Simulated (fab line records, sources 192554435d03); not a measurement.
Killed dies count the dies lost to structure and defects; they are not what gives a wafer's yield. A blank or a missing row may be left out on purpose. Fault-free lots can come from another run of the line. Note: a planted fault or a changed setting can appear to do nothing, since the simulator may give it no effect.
Split-lot trial / flow n5Finfet / route with 1938 steps; 7 lots, 21 wafers read

THE SPLIT ITSELF
At N5_BEOL_M7_PECVD_70 (deposits SiO2 from TEOS/O2, target thk 20 nm, time 22.7 s), the setting timeS was moved away from the recipe's 22.7 s on 8 of the 21 wafers read, by -12.2% to +13.5%. For the rest of the wafers, this setting stayed at what the recipe calls for.

The reading is taken at the split's own step.

THE READING
SiO2_of_BEOL_M7_PECVD_70.thkNm (the simulator's own value, which no gauge read), in nm, at N5_BEOL_M7_PECVD_70 (deposits SiO2 from TEOS/O2, target thk 20 nm, time 22.7 s). There is no usual value for it anywhere in the file. Across the 13 wafers here that went through the recipe, the average is 20.0 nm and the standard deviation 0.33 nm.

wafer=L076.2; tool, chamber at the split=pecvd-03, 2; timeS as run, s=19.95; against the recipe=-12.1%; SiO2_of_BEOL_M7_PECVD_70.thkNm, nm=17.4; against lot-mates on the recipe=-2.6
wafer=L076.3; tool, chamber at the split=pecvd-03, 1; timeS as run, s=22.7; against the recipe=recipe; SiO2_of_BEOL_M7_PECVD_70.thkNm, nm=19.8; against lot-mates on the recipe=-
wafer=L076.4; tool, chamber at the split=pecvd-03, 1; timeS as run, s=22.7; against the recipe=recipe; SiO2_of_BEOL_M7_PECVD_70.thkNm, nm=20.2; against lot-mates on the recipe=-
wafer=L078.1; tool, chamber at the split=pecvd-03, 1; timeS as run, s=25.68; against the recipe=+13.1%; SiO2_of_BEOL_M7_PECVD_70.thkNm, nm=22.4; against lot-mates on the recipe=+2.1
wafer=L078.4; tool, chamber at the split=pecvd-03, 2; timeS as run, s=22.7; against the recipe=recipe; SiO2_of_BEOL_M7_PECVD_70.thkNm, nm=20; against lot-mates on the recipe=-
wafer=L078.6; tool, chamber at the split=pecvd-03, 1; timeS as run, s=22.7; against the recipe=recipe; SiO2_of_BEOL_M7_PECVD_70.thkNm, nm=20.6; against lot-mates on the recipe=-
wafer=L079.1; tool, chamber at the split=pecvd-02, 2; timeS as run, s=22.7; against the recipe=recipe; SiO2_of_BEOL_M7_PECVD_70.thkNm, nm=19.8; against lot-mates on the recipe=-
wafer=L079.2; tool, chamber at the split=pecvd-02, 1; timeS as run, s=22.7; against the recipe=recipe; SiO2_of_BEOL_M7_PECVD_70.thkNm, nm=20.2; against lot-mates on the recipe=-
wafer=L079.4; tool, chamber at the split=pecvd-02, 1; timeS as run, s=22.7; against the recipe=recipe; SiO2_of_BEOL_M7_PECVD_70.thkNm, nm=20.6; against lot-mates on the recipe=-
wafer=L084.1; tool, chamber at the split=pecvd-03, 0; timeS as run, s=25.76; against the recipe=+13.5%; SiO2_of_BEOL_M7_PECVD_70.thkNm, nm=22.4; against lot-mates on the recipe=no lot-mate on the recipe
wafer=L084.3; tool, chamber at the split=pecvd-03, 2; timeS as run, s=25.76; against the recipe=+13.5%; SiO2_of_BEOL_M7_PECVD_70.thkNm, nm=22.2; against lot-mates on the recipe=no lot-mate on the recipe
wafer=L084.6; tool, chamber at the split=pecvd-03, 0; timeS as run, s=25.76; against the recipe=+13.5%; SiO2_of_BEOL_M7_PECVD_70.thkNm, nm=22.6; against lot-mates on the recipe=no lot-mate on the recipe
wafer=L088.1; tool, chamber at the split=pecvd-02, 0; timeS as run, s=22.7; against the recipe=recipe; SiO2_of_BEOL_M7_PECVD_70.thkNm, nm=19.8; against lot-mates on the recipe=-
wafer=L088.5; tool, chamber at the split=pecvd-02, 0; timeS as run, s=22.7; against the recipe=recipe; SiO2_of_BEOL_M7_PECVD_70.thkNm, nm=20; against lot-mates on the recipe=-
wafer=L088.6; tool, chamber at the split=pecvd-02, 1; timeS as run, s=22.7; against the recipe=recipe; SiO2_of_BEOL_M7_PECVD_70.thkNm, nm=20.2; against lot-mates on the recipe=-
wafer=L087.1; tool, chamber at the split=pecvd-02, 2; timeS as run, s=22.7; against the recipe=recipe; SiO2_of_BEOL_M7_PECVD_70.thkNm, nm=19.4; against lot-mates on the recipe=-
wafer=L087.4; tool, chamber at the split=pecvd-02, 0; timeS as run, s=19.93; against the recipe=-12.2%; SiO2_of_BEOL_M7_PECVD_70.thkNm, nm=17.6; against lot-mates on the recipe=-2.0
wafer=L087.5; tool, chamber at the split=pecvd-02, 2; timeS as run, s=22.7; against the recipe=recipe; SiO2_of_BEOL_M7_PECVD_70.thkNm, nm=19.8; against lot-mates on the recipe=-
wafer=L090.3; tool, chamber at the split=pecvd-02, 2; timeS as run, s=23.69; against the recipe=+4.4%; SiO2_of_BEOL_M7_PECVD_70.thkNm, nm=20; against lot-mates on the recipe=+0.2
wafer=L090.5; tool, chamber at the split=pecvd-02, 1; timeS as run, s=23.69; against the recipe=+4.4%; SiO2_of_BEOL_M7_PECVD_70.thkNm, nm=21.2; against lot-mates on the recipe=+1.4
wafer=L090.6; tool, chamber at the split=pecvd-02, 2; timeS as run, s=22.7; against the recipe=recipe; SiO2_of_BEOL_M7_PECVD_70.thkNm, nm=19.8; against lot-mates on the recipe=-

FIT RESULTS
A straight line over all 21 wafers: SiO2_of_BEOL_M7_PECVD_70.thkNm changes by +0.187 nm for each +1% of timeS; r = +0.97; the points scatter about the line by 0.36 nm.
The same after taking each lot's own level away (the mean of its wafers on the recipe; 18 wafers): +0.179 nm for each +1%; r = +0.95; scatter 0.33 nm.
According to that fit, moving timeS by its largest amount changes the reading by 2.4 nm.
Across the lots, their own levels run from 19.60 to 20.30 nm, a range of 2.1 times the standard deviation given above.
So the lot-to-lot level changes the slope little: the two slopes agree.
Check: +2.47 nm against its lot-mates is what the line predicts for one of the wafers moved furthest among these (+13.1%) when that wafer is left out of the fit. It came out at +2.1 nm against them.

ADDITIONAL SPLITS CARRIED BY THESE WAFERS
These wafers also went through other splits before the reading. Each is held against what the fit with the lots' levels taken away leaves over:
other split on the same wafers=N5_BEOL_M6_COAT_64 spinRpm; wafers away from the commonest value=4; r with SiO2_of_BEOL_M7_PECVD_70.thkNm (lot level and that fit taken away)=+0.02
other split on the same wafers=N5_BEOL_M6_DEP_56 timeS; wafers away from the commonest value=7; r with SiO2_of_BEOL_M7_PECVD_70.thkNm (lot level and that fit taken away)=-0.29

FILE'S OWN FIT
SiO2_of_BEOL_M7_PECVD_70.thkNm changes by +0.179 nm for each +1% of timeS, r = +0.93.
